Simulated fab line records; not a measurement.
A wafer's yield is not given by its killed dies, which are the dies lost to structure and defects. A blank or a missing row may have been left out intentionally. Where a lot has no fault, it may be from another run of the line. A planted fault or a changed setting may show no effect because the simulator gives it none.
The same fault as seen by 3 desks -- flow nand harc -- what lay behind the numbers comes last; until then each desk has only its own

## THE DEFECT DESK
Per lot, the means of the sampled wafers with a number show what the inspections along the route counted. If a lot's mean is further than 4 standard deviations from the usual mean, the lot is out of limits and carries the mark OUT (the distance appears in the brackets).
Columns: A = raw defect count at NHARC_P_STI_INSPECT_11, usual 5.6; B = raw defect count at NHARC_P_STI_INSPECT_25, usual 210; C = raw defect count at NHARC_P_GATE_INSPECT_28, usual 6; D = raw defect count at NHARC_P_GATE_INSPECT_68, usual 195
lot,first seen here,A,B,C,D
L572,day 2 20:30,5.7,443,9,439
L575,day 4 03:17,5.3,184,7,172
L576,day 4 13:35,7.7,208,7,182
L579,day 5 16:57,3.3,112,11,113
L581,day 6 19:32,3.0,327,146 (+42) OUT,312
L587,day 9 03:34,5.3,140,6,127
L589,day 9 22:55,5.3,220,8,223
L590,day 10 08:46,7.7,203,4,167
L591,day 10 17:25,5.7,144,8,139
L593,day 11 14:58,7.7,196,10,207
L594,day 12 03:16,5.0,164,9,172
This desk's finding: out of limits on L581; first on L581, day 9 02:17 (raw defect count at NHARC_P_GATE_INSPECT_28). L572, L575, L576, L579, L587, L589, L590, L591, L593, L594: within limits.

## THE METROLOGY DESK
Lot by lot, what the gauges showed, no matter which tool ran the lot: averages of those sampled wafers that carry a number. If a lot's mean is further than 4 standard deviations from the usual mean, the lot is out of limits and carries the mark OUT (the distance appears in the brackets).
Columns: A = trench depth nm at NHARC_P_STI_OCD_MEAS_43, usual 301 nm; B = trench foot cd nm at NHARC_P_STI_OCD_MEAS_43, usual 157.6 nm
lot,first seen here,A,B
L572,day 2 21:40,297,159.8
L575,day 4 04:29,301,157.3
L576,day 4 14:49,303,157.4
L579,day 5 18:07,301,156.8
L581,day 6 20:43,304,157.2
L587,day 9 04:44,305,156.4
L589,day 10 00:07,301,159.0
L590,day 10 09:56,304,156.5
L591,day 10 18:36,296,158.0
L593,day 11 16:22,300,156.4
L594,day 12 04:26,298,156.9
Finding of this desk: none of the 11 lots has anything out of limits.

## THE TOOL OWNER'S DESK: cmp-04
The tool's own readings at NHARC_P_STI_CMP_21 (polishes, t overpolish 20 s, target thk 380.67 nm): means of the sampled wafers that have a number, for each lot that ran on this tool. If a lot's mean is further than 4 standard deviations from the usual mean, the lot is out of limits and carries the mark OUT (the distance appears in the brackets).
Columns: A = edge zone pressure frac at NHARC_P_STI_CMP_21, usual 1.000; B = motor current A at NHARC_P_STI_CMP_21, usual 11.4 A; C = overpolish run s at NHARC_P_STI_CMP_21, usual 20.001 s
lot,first seen here,A,B,C
L572,day 3 14:49,1.002,10.8,19.996
L575,day 4 23:07,0.996,12.2,20.009
L579,day 6 15:13,1.000,10.6,20.000
L581,day 7 16:05,0.998,10.1,20.004
L589,day 10 19:08,1.003,11.7,19.997
L591,day 11 13:12,1.003,11.3,20.005
L593,day 12 11:56,0.999,10.8,20.000
L594,day 12 23:07,1.003,11.3,19.993
Finding of this desk: none of the 8 lots has anything out of limits.

## TAKEN TOGETHER
The defect desk could have raised an alarm at day 9 02:17, on L581.
From the metrology desk's view, nothing was out of limits.
Nothing out of limits was seen by the tool owner's desk.
The metrology desk has L581 on record, within its limits.
Tool owner's desk: L581 on record, inside its limits.
The lots listed all ran NHARC_P_STI_CMP_21 on cmp-04.

## WHAT THE SIMULATOR PUT IN
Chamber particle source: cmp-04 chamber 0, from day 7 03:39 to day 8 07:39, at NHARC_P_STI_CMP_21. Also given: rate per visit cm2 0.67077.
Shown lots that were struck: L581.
Hours from the fault's start to each desk's first reading out of limits: the defect desk, 47.
